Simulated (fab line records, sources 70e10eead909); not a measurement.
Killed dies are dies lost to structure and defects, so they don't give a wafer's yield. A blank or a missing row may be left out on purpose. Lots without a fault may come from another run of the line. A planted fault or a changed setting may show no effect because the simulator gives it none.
Which tool did it? | flow nand_harc | 12 lots, 34 wafers sampled, at 6 steps of a route of 1302

WHAT THE GAUGES READ, wafer by wafer
NHARC_A_M1_INSPECT_11.
lot  | measured     | on                | raw_defect_count
L713 | day 23 09:04 | defect_inspect-02 | 78 59 60
L714 | day 23 10:50 | defect_inspect-01 | 78 83 75
L715 | day 23 21:07 | defect_inspect-02 | 24 22 28
L717 | day 24 04:18 | defect_inspect-01 | 120 100 109
L725 | day 27 20:40 | defect_inspect-01 | 24 22
L726 | day 28 14:46 | defect_inspect-01 | 120 107
L727 | day 28 20:50 | defect_inspect-02 | 69 58 66
L728 | day 29 05:24 | defect_inspect-01 | 71 74 68
L732 | day 30 11:09 | defect_inspect-02 | 159 144 125
L735 | day 31 17:31 | defect_inspect-01 | 69 50 65
L734 | day 31 19:05 | defect_inspect-01 | 86 111 96
L736 | day 32 23:10 | defect_inspect-02 | 115 114 111

NHARC_A_M1_THK_MEAS_24: measures by xrf.
lot  | measured     | on            | thk_nm (nm)
L713 | day 23 11:58 | film_metro-01 | 154.2 156.5 153.7
L714 | day 23 13:19 | film_metro-01 | 157.3 154.8 154.4
L715 | day 23 23:49 | film_metro-01 | 152.8 152.0 153.3
L717 | day 24 06:50 | film_metro-01 | 152.7 153.3 154.3
L725 | day 27 23:08 | film_metro-02 | 145.8 155.8
L726 | day 28 17:16 | film_metro-01 | 148.7 157.7
L727 | day 28 23:19 | film_metro-01 | 155.3 155.1 154.9
L728 | day 29 07:53 | film_metro-01 | 152.7 153.7 153.6
L732 | day 30 13:37 | film_metro-01 | 155.9 152.7 154.9
L735 | day 31 20:02 | film_metro-01 | 156.4 155.0 154.0
L734 | day 31 21:34 | film_metro-02 | 154.0 152.5 152.5
L736 | day 33 02:13 | film_metro-02 | 155.6 155.4 152.6

NHARC_END_SORT_01.
lot  | measured     | on        | defect_limited_yield (%) | killed_at_array | killed_at_other | killed_at_periphery | killed_dies | killed_open | killed_short
L726 | day 30 05:26 | prober-02 | 86.7 88.6                | 79 71           | 6 3             | 5 3                 | 90 77       | 1 4         | 5 3
L727 | day 30 09:55 | prober-01 | 91.7 94.1 92.0           | 50 38 46        | 3 1 2           | 3 1 6               | 56 40 54    | 2 4 0       | 2 1 2
L728 | day 30 17:17 | prober-02 | 91.7 92.3 92.9           | 55 50 45        | 0 0 1           | 1 2 2               | 56 52 48    | 3 4 3       | 3 3 2

WHICH TOOL RAN EACH LOT (tool, then ch and the chambers of the sampled wafers, then the start)
lot  | NHARC_A_M1_ETCH_35                 | NHARC_A_M1_STRIP_18                | NHARC_A_M1_CMP_23
L713 | rie_diel-01 ch 0,1, day 23 09:13   | rie_diel-05 ch 0,1,3, day 23 09:34 | cmp-02 ch 0,1,2, day 23 11:40
L714 | rie_diel-07 ch 0,1,3, day 23 10:59 | rie_diel-01 ch 0,2,3, day 23 11:16 | cmp-02 ch 1,2,3, day 23 13:00
L715 | rie_diel-05 ch 0,1, day 23 21:18   | rie_diel-07 ch 1,3, day 23 21:45   | cmp-02 ch 0,1, day 23 23:30
L717 | rie_diel-07 ch 0,1, day 24 04:28   | rie_diel-01 ch 0,1,2, day 24 04:49 | cmp-04 ch 1,2, day 24 06:32
L725 | rie_diel-01 ch 0,3, day 27 20:49   | rie_diel-01 ch 0, day 27 21:06     | cmp-02 ch 1,3, day 27 22:53
L726 | rie_diel-05 ch 1,3, day 28 14:56   | rie_diel-01 ch 2,3, day 28 15:13   | cmp-02 ch 1,2, day 28 17:02
L727 | rie_diel-01 ch 0,3, day 28 20:59   | rie_diel-05 ch 0,2,3, day 28 21:19 | cmp-03 ch 0,1,2, day 28 23:04
L728 | rie_diel-05 ch 1,2, day 29 05:33   | rie_diel-01 ch 0,2, day 29 05:51   | cmp-04 ch 1,2, day 29 07:35
L732 | rie_diel-07 ch 0,1,2, day 30 11:17 | rie_diel-05 ch 0,1,2, day 30 11:37 | cmp-04 ch 0,1,3, day 30 13:18
L735 | rie_diel-07 ch 0,2, day 31 17:41   | rie_diel-05 ch 0,2, day 31 18:00   | cmp-03 ch 2,3, day 31 19:43
L734 | rie_diel-07 ch 0,3, day 31 19:14   | rie_diel-07 ch 1,3, day 31 19:32   | cmp-04 ch 1,2,3, day 31 21:17
L736 | rie_diel-01 ch 0,2,3, day 32 23:20 | rie_diel-01 ch 0,2, day 32 23:39   | cmp-03 ch 0,2,3, day 33 01:53
- NHARC_A_M1_ETCH_35: etches the open film in N2/H2, target depth 40 nm, overetch 12 nm, time 43.94 s.
- NHARC_A_M1_STRIP_18: strips in N2/H2.
- NHARC_A_M1_CMP_23: polishes, t overpolish 20 s, target thk 154.34 nm.

WHAT THE TOOLS THEMSELVES READ (means of the sampled wafers that have a number; where no wafer has one, the mark that the record gives instead)
NHARC_A_M1_ETCH_35.
lot  | tool        | drypump_motor_current_A (A) | oes_product_au (a.u.) | rf_vpp_V (V) | showerhead_plenum_p_Torr (Torr) | throttle_valve_pct (%)
L713 | rie_diel-01 | 5.1                         | 1.007                 | 426.8        | 1.92                            | 14.169
L714 | rie_diel-07 | 6.0                         | 1.004                 | 428.5        | 1.98                            | 14.171
L715 | rie_diel-05 | 5.7                         | 0.998                 | 428.6        | 1.96                            | 14.180
L717 | rie_diel-07 | 6.0                         | 1.009                 | 428.7        | 1.97                            | 14.172
L725 | rie_diel-01 | 5.7                         | 1.006                 | 427.8        | 1.94                            | 14.174
L726 | rie_diel-05 | 5.5                         | 1.006                 | 429.4        | 2.00                            | 14.163
L727 | rie_diel-01 | 5.8                         | 0.998                 | 427.3        | 1.94                            | 14.176
L728 | rie_diel-05 | 5.8                         | 1.001                 | 427.8        | 1.96                            | 14.172
L732 | rie_diel-07 | 6.2                         | 1.003                 | 430.0        | 2.01                            | 14.173
L735 | rie_diel-07 | 6.0                         | 1.013                 | 429.3        | 2.01                            | 14.166
L734 | rie_diel-07 | 5.8                         | 0.997                 | 428.3        | 1.97                            | 14.179
L736 | rie_diel-01 | 5.7                         | 1.003                 | 430.6        | 2.02                            | 14.175

NHARC_A_M1_STRIP_18.
lot  | tool        | drypump_motor_current_A (A) | oes_product_au (a.u.) | rf_vpp_V (V) | showerhead_plenum_p_Torr (Torr) | throttle_valve_pct (%)
L713 | rie_diel-05 | 5.4                         | 0.988                 | 90.2         | 1.98                            | 14.170
L714 | rie_diel-01 | 5.8                         | 1.009                 | 90.3         | 2.02                            | 14.172
L715 | rie_diel-07 | 6.0                         | 0.998                 | 90.0         | 1.98                            | 14.172
L717 | rie_diel-01 | 5.4                         | 1.005                 | 91.2         | 2.01                            | 14.170
L725 | rie_diel-01 | 5.2                         | 0.999                 | 90.7         | 1.97                            | 14.164
L726 | rie_diel-01 | 5.9                         | 1.006                 | 89.9         | 2.04                            | 14.179
L727 | rie_diel-05 | 5.3                         | 1.004                 | 90.1         | 1.98                            | 14.171
L728 | rie_diel-01 | 5.7                         | 1.006                 | 90.9         | 2.10                            | 14.165
L732 | rie_diel-05 | 5.5                         | 1.007                 | 90.3         | 1.95                            | 14.172
L735 | rie_diel-05 | 5.3                         | 1.000                 | 89.7         | 1.94                            | 14.170
L734 | rie_diel-07 | 6.2                         | 1.010                 | 90.7         | 1.97                            | 14.173
L736 | rie_diel-01 | 5.6                         | 0.997                 | 91.3         | 2.10                            | 14.159

NHARC_A_M1_CMP_23.
lot  | tool   | motor_current_A (A) | time_to_endpoint_s (s)
L713 | cmp-02 | 12.4                | 29.1
L714 | cmp-02 | 11.7                | 29.4
L715 | cmp-02 | 12.3                | 29.2
L717 | cmp-04 | 11.9                | 25.8
L725 | cmp-02 | 11.2                | 24.1
L726 | cmp-02 | 11.9                | 23.9
L727 | cmp-03 | 11.9                | 29.1
L728 | cmp-04 | 10.8                | 27.6
L732 | cmp-04 | 11.4                | 30.0
L735 | cmp-03 | 12.6                | 28.7
L734 | cmp-04 | 11.3                | 27.3
L736 | cmp-03 | 11.9                | 28.2

THE ANSWER, worked out from the rows above alone
Rule: what is usual is taken from the lots themselves. Put in order of their means at a reading, lots are off if they are a third of the lots or fewer, leave a main group of 4 or more, and stand apart from it by a gap of 3 or more times the standard deviation of the main group's means; of several such gaps the widest counts. A main group whose means are all the same, to the digits that the tables above print for the reading, isn't used. A lot without any number at a reading at which 4 lots or more have one is off too. The other lots that the step has rows for count as sound. The gauges are gone through in route order, then the tools' own readings, and for those a lot's mean is taken as printed above. The first step at which some lot is off is used, and at that step the reading that is off furthest; a lot without a number counts as furthest.
No lot is off at any reading shown: from this, nothing can be told.

WHAT THE SIMULATOR HAD PUT IN
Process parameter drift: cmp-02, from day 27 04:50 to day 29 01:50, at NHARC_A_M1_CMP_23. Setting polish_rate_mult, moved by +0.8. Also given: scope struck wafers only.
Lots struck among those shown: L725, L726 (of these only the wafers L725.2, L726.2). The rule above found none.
